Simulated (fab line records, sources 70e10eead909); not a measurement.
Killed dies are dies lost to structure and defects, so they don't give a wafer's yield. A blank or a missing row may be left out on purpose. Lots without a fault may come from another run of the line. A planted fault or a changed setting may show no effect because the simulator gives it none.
Chamber matching | flow nand_harc | NHARC_A_CHANNEL_FILL_D2_CMP_10 on cmp-01: 4 sister chambers
The step polishes, target thk 150 nm. 8 wafers are shown with their chamber, then 9 later ones without.

WAFERS WITH THEIR CHAMBER
wafer  | chamber | motor_current_A (A) | time_to_endpoint_s (s)
L074.6 | 0       | 11.7                | 13.4
L076.1 | 0       | 12.5                | 17.2
L080.4 | 3       | 12.1                | 13.5
L084.1 | 1       | 11.8                | 15.7
L084.6 | 2       | 11.9                | 18.1
L083.2 | 2       | 12.6                | 14.0
L083.3 | 3       | 12.2                | 15.5
L083.4 | 1       | 11.0                | 15.0

WAFERS WITHOUT THEIR CHAMBER
wafer  | motor_current_A (A) | time_to_endpoint_s (s)
L086.2 | 11.9                | 13.8
L086.4 | 12.1                | 14.3
L086.6 | 12.4                | 16.1
L088.4 | 11.8                | 14.0
L088.5 | 11.0                | 14.0
L088.6 | 12.5                | 13.5
L091.1 | 12.2                | 16.8
L091.4 | 11.2                | 13.8
L091.5 | 12.4                | 16.2

WHICH CHAMBER EACH WENT THROUGH
wafer  | from the rows above               | in truth
L086.2 | can't be placed: 3 or 0 or 1 or 2 | 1
L086.4 | can't be placed: 3 or 0 or 2 or 1 | 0
L086.6 | can't be placed: 2 or 0 or 3 or 1 | 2
L088.4 | can't be placed: 3 or 0 or 1 or 2 | 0
L088.5 | can't be placed: 1 or 0 or 3 or 2 | 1
L088.6 | can't be placed: 3 or 0 or 2 or 1 | 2
L091.1 | can't be placed: 2 or 0 or 3 or 1 | 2
L091.4 | can't be placed: 1 or 0 or 3 or 2 | 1
L091.5 | can't be placed: 2 or 0 or 3 or 1 | 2
Placed correctly: 0 of 9. Can't be placed from these rows: 9 (the true chamber is among the candidates in 9). Placed wrongly: 0.
How it was worked out, from the rows above alone: a wafer's distance from a chamber is the root of the sum, over the readings, of the square of ((its reading less the chamber's mean) divided by the reading's scatter). The wafer belongs to the nearest chamber; if the next one is less than 2 further off, it can't be placed. A chamber's mean is the mean of its shown wafers. The scatter: the root of (the sum of the squares of (reading less its chamber's mean) over the shown wafers, divided by (wafers less chambers)).
